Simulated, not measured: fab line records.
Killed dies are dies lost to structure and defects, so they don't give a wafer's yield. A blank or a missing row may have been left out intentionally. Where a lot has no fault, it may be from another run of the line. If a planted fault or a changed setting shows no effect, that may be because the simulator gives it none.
Matching of chambers | flow n5-finfet | uv-cure-03 running N5_BEOL_M6_CURE_74: 3 sister chambers
The step cures SiCOH lowk, time 240 s. 18 wafers are shown with their chamber, then 9 later ones without.

## WAFERS, EACH WITH ITS CHAMBER
wafer  | chamber | wafer_temp_C_max | lamp-power-pct (%)
L074.1 | 0       | 387.4            | 52.31
L074.2 | 0       | 388.0            | 52.36
L074.5 | 0       | 386.8            | 52.33
L076.1 | 1       | 387.7            | 52.33
L076.2 | 1       | 387.7            | 52.31
L076.3 | 1       | 387.7            | 52.29
L084.3 | 0       | 386.9            | 52.27
L084.5 | 0       | 387.6            | 52.28
L084.6 | 0       | 387.3            | 52.31
L085.1 | 1       | 386.9            | 52.28
L085.2 | 1       | 387.4            | 52.36
L085.6 | 1       | 387.5            | 52.37
L086.3 | 2       | 386.8            | 52.36
L086.4 | 2       | 386.7            | 52.32
L086.5 | 2       | 387.5            | 52.25
L087.3 | 2       | 386.3            | 52.39
L087.4 | 2       | 386.5            | 52.29
L087.5 | 2       | 386.9            | 52.21

SIGNATURES, as means of the wafers listed above
reading          | chamber 0 | chamber 1 | chamber 2 | scatter within a chamber
wafer_temp_C_max | 387.333   | 387.483   | 386.783   | 0.394
lamp-power-pct   | 52.3100   | 52.3233   | 52.3033   | 0.0482
Rule: for a wafer and a chamber, the distance is found by dividing, reading by reading, the gap between the wafer's reading and the chamber's mean by the reading's scatter, squaring, summing and taking the root. If the next closest chamber is less than 2 further off than the closest, the wafer can't be placed; otherwise it belongs to the closest. The scatter: the root of (the sum of the squares of (reading less its chamber's mean) over the shown wafers, divided by (wafers less chambers)).

## WAFERS WHOSE CHAMBER IS MISSING
wafer  | wafer_temp_C_max | lamp-power-pct (%)
L091.1 | 386.7            | 52.34
L091.3 | 388.3            | 52.30
L091.6 | 387.7            | 52.31
L095.4 | 387.7            | 52.41
L095.5 | 387.0            | 52.31
L095.6 | 386.5            | 52.32
L093.1 | 387.2            | 52.36
L093.4 | 388.3            | 52.20
L093.5 | 387.3            | 52.30

## WHICH CHAMBER EACH ONE RAN IN
wafer  | from the rows above          | in truth
L091.1 | can't be placed: 2 or 0 or 1 | 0
L091.3 | can't be placed: 1 or 0 or 2 | 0
L091.6 | can't be placed: 1 or 0 or 2 | 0
L095.4 | can't be placed: 1 or 0 or 2 | 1
L095.5 | can't be placed: 2 or 0 or 1 | 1
L095.6 | can't be placed: 2 or 0 or 1 | 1
L093.1 | can't be placed: 1 or 0 or 2 | 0
L093.4 | can't be placed: 1 or 0 or 2 | 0
L093.5 | can't be placed: 0 or 1 or 2 | 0
0 of 9 placed correctly. Unplaceable from these rows: 9, with the true chamber sitting among the candidates in 9. Placed wrongly: 0.
